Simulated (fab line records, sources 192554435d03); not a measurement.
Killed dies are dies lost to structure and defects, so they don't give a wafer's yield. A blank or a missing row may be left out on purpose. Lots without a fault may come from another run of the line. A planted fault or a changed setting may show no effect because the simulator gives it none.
Which tool did it? | flow n5_finfet | 11 lots, 27 wafers sampled, at 5 steps of a route of 1938

WHAT THE GAUGES READ, wafer by wafer
N5_MOL_CONTACT_COAG_CD_MEAS_99: target cd 17.2 nm.
lot  | measured     | on        | cd_nm (nm)
L508 | day 4 23:23  | cd_sem-01 | 17.3 18.0 17.2
L511 | day 5 14:07  | cd_sem-03 | 17.7 17.4 17.7
L514 | day 6 10:44  | cd_sem-03 | 17.5
L515 | day 6 18:03  | cd_sem-02 | 17.1
L516 | day 6 20:56  | cd_sem-03 | 17.6
L519 | day 7 17:15  | cd_sem-03 | 17.9 16.5 17.6
L520 | day 8 04:54  | cd_sem-03 | 16.2 16.5 17.6
L525 | day 9 04:20  | cd_sem-03 | 17.0 17.9 18.1
L526 | day 9 08:38  | cd_sem-03 | 17.2 16.9 16.5
L527 | day 9 15:09  | cd_sem-02 | 17.7 18.1 17.1
L530 | day 10 11:23 | cd_sem-03 | 18.2 16.2 16.7

N5_BEOL_M4_RC_MEAS_101.
lot  | measured     | on        | DIBL_N (mV/V)  | DIBL_P (mV/V)  | IOFF_N (nA/um) | IOFF_P (nA/um) | ION_N (uA/um) | ION_P (uA/um) | RS_NWELL (ohm/sq) | SS_N (mV/dec)  | SS_P (mV/dec)  | VT_N (mV)   | VT_P (mV)
L508 | day 8 20:34  | prober-02 | 38.5 38.2 37.8 | 39.0 39.0 37.4 | 0.19 0.21 0.19 | 0.25 0.24 0.22 | 671 675 667   | 461 460 457   | 1038 1027 1032    | 71.5 71.9 72.0 | 73.3 74.6 73.4 | 250 245 250 | -250 -250 -249
L511 | day 9 22:57  | prober-02 | 34.1 36.1 33.6 | 34.9 36.7 34.7 | 0.11 0.13 0.11 | 0.15 0.18 0.15 | 642 654 647   | 447 443 446   | 1053 1049 1042    | 71.1 71.3 70.5 | 73.3 72.7 72.5 | 257 257 256 | -253 -252 -255
L514 | day 10 08:36 | prober-02 | 33.3           | 33.2           | 0.12           | 0.17           | 663           | 460           | 1965              | 71.1           | 72.6           | 254         | -251
L515 | day 10 17:46 | prober-02 | 41.1           | 41.1           | 0.24           | 0.27           | 692           | 467           | 1926              | 72.5           | 73.7           | 244         | -251
L516 | day 10 22:29 | prober-01 | 37.8           | 37.7           | 0.20           | 0.28           | 672           | 474           | 1926              | 71.9           | 73.1           | 245         | -243
L519 | day 11 22:43 | prober-01 | 36.3 31.7 38.1 | 38.6 31.5 40.0 | 0.17 0.10 0.20 | 0.25 0.15 0.28 | 680 651 668   | 468 457 464   | 1037 1029 1036    | 71.7 69.3 72.6 | 74.3 72.0 74.5 | 246 256 248 | -247 -250 -248
L520 | day 12 07:16 | prober-01 | 34.9 35.1 34.5 | 37.2 36.2 36.0 | 0.14 0.13 0.13 | 0.22 0.19 0.19 | 669 664 674   | 465 460 463   | 1022 1027 1038    | 70.8 71.2 71.3 | 73.9 74.0 73.4 | 252 255 250 | -251 -253 -253
L525 | day 12 23:07 | prober-02 | 38.5 36.2 35.7 | 35.5 32.7 33.9 | 0.19 0.14 0.16 | 0.22 0.17 0.20 | 677 662 686   | 463 453 471   | 1031 1033 1037    | 73.4 71.1 71.4 | 73.6 72.6 72.8 | 249 253 250 | -246 -251 -249
L526 | day 13 12:44 | prober-02 | 39.0 38.3 39.3 | 38.1 37.9 38.2 | 0.20 0.18 0.21 | 0.21 0.22 0.22 | 679 678 677   | 459 469 456   | 1033 1035 1039    | 72.0 72.0 72.1 | 72.6 73.0 73.0 | 248 247 248 | -252 -251 -249
L527 | day 13 12:33 | prober-01 | 35.7 36.7 32.1 | 34.9 36.2 30.0 | 0.15 0.17 0.10 | 0.19 0.22 0.14 | 678 686 662   | 461 464 456   | 1036 1041 1024    | 71.4 71.0 70.7 | 73.1 73.8 72.4 | 251 250 256 | -249 -249 -255
L530 | day 15 19:44 | prober-01 | 36.6 36.8 35.9 | 36.4 35.9 35.0 | 0.15 0.16 0.14 | 0.19 0.20 0.18 | 669 682 670   | 454 464 455   | 1027 1031 1026    | 71.8 71.9 71.6 | 72.8 73.6 73.4 | 251 248 251 | -252 -253 -254

WHICH TOOL RAN EACH LOT (tool, then ch and the chambers of the sampled wafers, then the start)
lot  | N5_MOL_CONTACT_COAG_ALD_20          | N5_MOL_CONTACT_COAG_PRE_CLEAN_142 | N5_MOL_CONTACT_COAG_CMP_23
L508 | ald_metal-03 ch 0,1, day 5 00:08    | pvd_sputter-01, day 5 04:07       | cmp-02 ch 0,1,2, day 5 04:22
L511 | ald_metal-02 ch 0,1,2, day 5 14:49  | pvd_sputter-03, day 5 19:22       | cmp-03 ch 1,2, day 5 19:38
L514 | ald_metal-03 ch 1, day 6 12:02      | pvd_sputter-03, day 6 16:31       | cmp-03 ch 0, day 6 16:50
L515 | ald_metal-01 ch 1, day 6 19:00      | pvd_sputter-03, day 6 23:09       | cmp-03 ch 0, day 6 23:26
L516 | ald_metal-03 ch 1, day 6 23:08      | pvd_sputter-02, day 7 05:27       | cmp-03 ch 0, day 7 05:49
L519 | ald_metal-03 ch 1,3, day 7 18:25    | pvd_sputter-03, day 7 23:00       | cmp-02 ch 1,2, day 7 23:14
L520 | ald_metal-01 ch 1,2,3, day 8 05:31  | pvd_sputter-01, day 8 11:26       | cmp-04 ch 0,1, day 8 11:40
L525 | ald_metal-03 ch 0,1,3, day 9 07:31  | pvd_sputter-01, day 9 10:45       | cmp-02 ch 0,1,3, day 9 11:04
L526 | ald_metal-02 ch 1,3, day 9 09:15    | pvd_sputter-03, day 9 13:22       | cmp-02 ch 0,1,2, day 9 13:38
L527 | ald_metal-03 ch 0,3, day 9 15:49    | pvd_sputter-01, day 9 18:50       | cmp-04 ch 2,3, day 9 19:11
L530 | ald_metal-02 ch 1,2,3, day 10 11:58 | pvd_sputter-03, day 10 16:18      | cmp-04 ch 0,1,2, day 10 17:02
- N5_MOL_CONTACT_COAG_ALD_20: deposits TiN, target thk 1.5 nm, pulse time 1 s, purge time 3 s.
- N5_MOL_CONTACT_COAG_PRE_CLEAN_142: time 60 s.
- N5_MOL_CONTACT_COAG_CMP_23: polishes, stops on SiO2, t overpolish 1.5 s, target thk 0 nm.

WHAT THE TOOLS THEMSELVES READ (means of the sampled wafers that have a number; where no wafer has one, the mark that the record gives instead)
N5_MOL_CONTACT_COAG_ALD_20.
lot  | tool         | heater_power_w (W) | precursor_pulse_height_rel | susceptor_temp_C (C)
L508 | ald_metal-03 | 811                | 1.002                      | 399.97
L511 | ald_metal-02 | 987                | 1.000                      | 399.88
L514 | ald_metal-03 | 800                | 1.005                      | 400.05
L515 | ald_metal-01 | 916                | 1.031                      | 400.05
L516 | ald_metal-03 | 833                | 1.044                      | 399.99
L519 | ald_metal-03 | 828                | 0.996                      | 399.91
L520 | ald_metal-01 | 919                | 0.982                      | 400.22
L525 | ald_metal-03 | 825                | 1.017                      | 400.20
L526 | ald_metal-02 | 1083               | 1.002                      | 399.93
L527 | ald_metal-03 | 810                | 0.975                      | 400.12
L530 | ald_metal-02 | 972                | 0.997                      | 400.05

N5_MOL_CONTACT_COAG_PRE_CLEAN_142.
lot  | tool           | heater_power_w (W) | susceptor_temp_C (C)
L508 | pvd_sputter-01 | 491                | 299.92
L511 | pvd_sputter-03 | 474                | 300.20
L514 | pvd_sputter-03 | 442                | 299.72
L515 | pvd_sputter-03 | 445                | 300.00
L516 | pvd_sputter-02 | 367                | 300.10
L519 | pvd_sputter-03 | 501                | 299.87
L520 | pvd_sputter-01 | 521                | 299.97
L525 | pvd_sputter-01 | 504                | 299.75
L526 | pvd_sputter-03 | 499                | 300.17
L527 | pvd_sputter-01 | 501                | 300.15
L530 | pvd_sputter-03 | 479                | 299.99

N5_MOL_CONTACT_COAG_CMP_23.
lot  | tool   | head_pressure_psi (psi) | motor_current_A (A) | overpolish_run_s (s) | time_to_endpoint_s (s)
L508 | cmp-02 | 2.002                   | 8.0                 | 1.503                | 9.8
L511 | cmp-03 | 1.997                   | 7.4                 | 1.501                | 8.5
L514 | cmp-03 | 1.833                   | 7.8                 | 1.503                | 13.8
L515 | cmp-03 | 1.833                   | 8.3                 | 1.499                | 10.6
L516 | cmp-03 | 1.831                   | 8.1                 | 1.506                | 12.1
L519 | cmp-02 | 2.001                   | 7.9                 | 1.493                | 7.7
L520 | cmp-04 | 2.000                   | 9.1                 | 1.497                | 8.9
L525 | cmp-02 | 2.000                   | 7.9                 | 1.500                | 8.1
L526 | cmp-02 | 2.001                   | 8.2                 | 1.506                | 9.7
L527 | cmp-04 | 1.999                   | 7.8                 | 1.504                | 7.8
L530 | cmp-04 | 2.004                   | 8.3                 | 1.491                | 9.3

THE ANSWER, worked out from the rows above alone
Rule: what is usual is taken from the lots themselves. Put in order of their means at a reading, lots are off if they are a third of the lots or fewer, leave a main group of 4 or more, and stand apart from it by a gap of 3 or more times the standard deviation of the main group's means; of several such gaps the widest counts. A main group whose means are all the same, to the digits that the tables above print for the reading, isn't used. A lot without any number at a reading at which 4 lots or more have one is off too. The other lots that the step has rows for count as sound. The gauges are gone through in route order, then the tools' own readings, and for those a lot's mean is taken as printed above. The first step at which some lot is off is used, and at that step the reading that is off furthest; a lot without a number counts as furthest.
Off: L514, L515, L516, at N5_BEOL_M4_RC_MEAS_101 (RS_NWELL). The main group: mean 1034 ohm/sq, standard deviation 5.7.
A tool fits if, at a process step before that reading, it ran every lot that is off, and no sound lot after the first of them. The gauges at N5_BEOL_M4_RC_MEAS_101 aren't tried: what is off there is off at N5_MOL_CONTACT_COAG_CMP_23 too, on other tools, and a gauge's error can't cause that. One fits: cmp-03 at N5_MOL_CONTACT_COAG_CMP_23. Its last sound lot is L511 (day 5 19:38), its first lot that is off L514 (day 6 16:50): a fault that began between those two fits.
The tool's own readings at N5_MOL_CONTACT_COAG_CMP_23 bear it out: on the lots that are off they differ by more than 5 times the standard deviation of the sound lots' means. head_pressure_psi reads 1.832 psi there against 2.001 psi on the sound lots.

WHAT THE SIMULATOR HAD PUT IN
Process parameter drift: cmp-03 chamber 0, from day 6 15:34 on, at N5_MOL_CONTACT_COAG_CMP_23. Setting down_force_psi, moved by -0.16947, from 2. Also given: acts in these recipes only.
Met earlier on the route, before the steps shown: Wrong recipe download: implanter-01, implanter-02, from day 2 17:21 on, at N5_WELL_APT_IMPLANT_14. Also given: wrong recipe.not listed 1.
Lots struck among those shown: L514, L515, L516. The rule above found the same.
